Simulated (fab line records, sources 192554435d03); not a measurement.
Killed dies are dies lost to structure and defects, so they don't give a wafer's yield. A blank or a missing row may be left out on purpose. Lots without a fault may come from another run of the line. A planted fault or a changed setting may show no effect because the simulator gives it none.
Chamber matching | flow n5_finfet | N5_BEOL_M3_STRIP_19 on rie_diel-03: 4 sister chambers
The step strips in O2. 4 wafers are shown with their chamber, then 7 later ones without.

WAFERS WITH THEIR CHAMBER
wafer  | chamber | showerhead_plenum_p_Torr (Torr)
L078.3 | 0       | 2.03
L092.2 | 3       | 2.17
L092.6 | 2       | 1.99
L094.5 | 1       | 2.08

WAFERS WITHOUT THEIR CHAMBER
wafer  | showerhead_plenum_p_Torr (Torr)
L094.6 | 1.99
L095.1 | 2.16
L095.4 | 2.02
L095.5 | 2.08
L097.2 | 1.99
L097.3 | 2.16
L097.5 | 2.08

WHICH CHAMBER EACH WENT THROUGH
wafer  | from the rows above | in truth
L094.6 | 2                   | 2
L095.1 | 3                   | 3
L095.4 | 0                   | 0
L095.5 | 1                   | 1
L097.2 | 2                   | 2
L097.3 | 3                   | 3
L097.5 | 1                   | 1
Placed correctly: 7 of 7. Can't be placed from these rows: 0. Placed wrongly: 0.
How it was worked out, from the rows above alone: a wafer's distance from a chamber is the root of the sum, over the readings, of the square of ((its reading less the chamber's mean) divided by the reading's scatter). The wafer belongs to the nearest chamber; if the next one is less than 2 further off, it can't be placed. A chamber's mean is the mean of its shown wafers. The scatter: with one shown wafer a chamber, the root of the mean of the squares of how far each hidden wafer lies from its nearest shown one.
